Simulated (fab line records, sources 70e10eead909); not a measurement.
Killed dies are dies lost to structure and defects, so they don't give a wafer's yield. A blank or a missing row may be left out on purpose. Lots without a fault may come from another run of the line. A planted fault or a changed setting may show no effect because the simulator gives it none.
A struck lot beside a sound one | flow nand_harc | 14 steps out of a route of 1302
Sound: wafers L667.2, L667.3, L667.4. Struck: wafer L666.6. (L666.4, L666.5 of the same lot were not struck and are left out.) The cause comes at the end.
At each step with rows: each side's tool, then ch and its chambers, then its first start. Under that, the readings that differ: sound wafers | struck wafers | difference of the means | sigmas: that difference in standard deviations of wafers without a fault.
alike: readings whose means differ by less than 2 such deviations, and words and numbers that are the same on both sides. not compared: withheld readings, readings that some wafer has no value for, bounds like >300 that may hide the same value, and numbers for which the record gives no deviation and whose values overlap.
The two part at a step that has a row with sigmas, a row that says differs or no value, or rows on one side only. Numbers that don't overlap but have no deviation are shown without sigmas and don't part them. A reading that every wafer of one side lacks parts them only if that side has two wafers or more.

NHARC_A_ONON_D2_THK_MEAS_14: measures by ellipsometry.
  sound on film_metro-01, day 19 02:36; struck on film_metro-01, day 18 16:03
  alike: thk_nm
then, 2 steps without rows for these wafers: NHARC_A_ONON_D2_ANNEAL_15 (time 3600 s); NHARC_A_ONON_D2_DEP_16 (target thk 1000 nm).
NHARC_A_ONON_D2_THK_MEAS_18: measures by ellipsometry.
  sound on film_metro-02, day 19 11:22; struck on film_metro-01, day 18 23:50
  alike: thk_nm
then, 1 step without rows for these wafers: NHARC_A_ONON_D2_DEP_19 (target thk 1000 nm).
NHARC_A_ONON_D2_THK_MEAS_21: measures by ellipsometry.
  sound on film_metro-02, day 19 11:55; struck on film_metro-02, day 19 00:24
  alike: thk_nm
then, 1 step without rows for these wafers: NHARC_A_ONON_D2_DEP_22 (target thk 1000 nm).
NHARC_A_ONON_D2_THK_MEAS_24: measures by ellipsometry.
  sound on film_metro-02, day 19 12:29; struck on film_metro-02, day 19 00:59
  alike: thk_nm
then, 1 step without rows for these wafers: NHARC_A_ONON_D2_DEP_25 (target thk 1000 nm).
NHARC_A_ONON_D2_THK_MEAS_27: measures by ellipsometry.
  sound on film_metro-02, day 19 13:03; struck on film_metro-02, day 19 01:33
  alike: thk_nm
then, 1 step without rows for these wafers: NHARC_A_ONON_D2_DEP_28 (target thk 1000 nm).
NHARC_A_ONON_D2_THK_MEAS_30: measures by ellipsometry.
  sound on film_metro-02, day 19 13:37; struck on film_metro-02, day 19 02:07
  alike: thk_nm
NHARC_A_ONON_D2_DEP_33: deposits SiO2, target thk 200 nm.
  sound on pecvd-04 ch 0,1,2, day 19 13:41; struck on pecvd-01 ch 1, day 19 02:19
  reading            | sound       | struck | difference | sigmas
  heater_power_w (W) | 461 639 465 | 721    | +199       | +2
  alike: throttle_valve_pct
NHARC_A_ONON_D2_THK_MEAS_34: measures by ellipsometry.
  sound on film_metro-02, day 19 14:05; struck on film_metro-02, day 19 02:35
  reading     | sound             | struck | difference | sigmas
  thk_nm (nm) | 197.6 196.4 198.6 | 180.2  | -17.3      | -7

WHERE THEY PART
First at NHARC_A_ONON_D2_DEP_33; last, within this record, at NHARC_A_ONON_D2_THK_MEAS_34.

WHY: what the simulator had put in
Process parameter drift: pecvd-01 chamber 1, from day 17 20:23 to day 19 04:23, at NHARC_A_ONON_D2_DEP_33. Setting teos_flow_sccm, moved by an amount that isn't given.
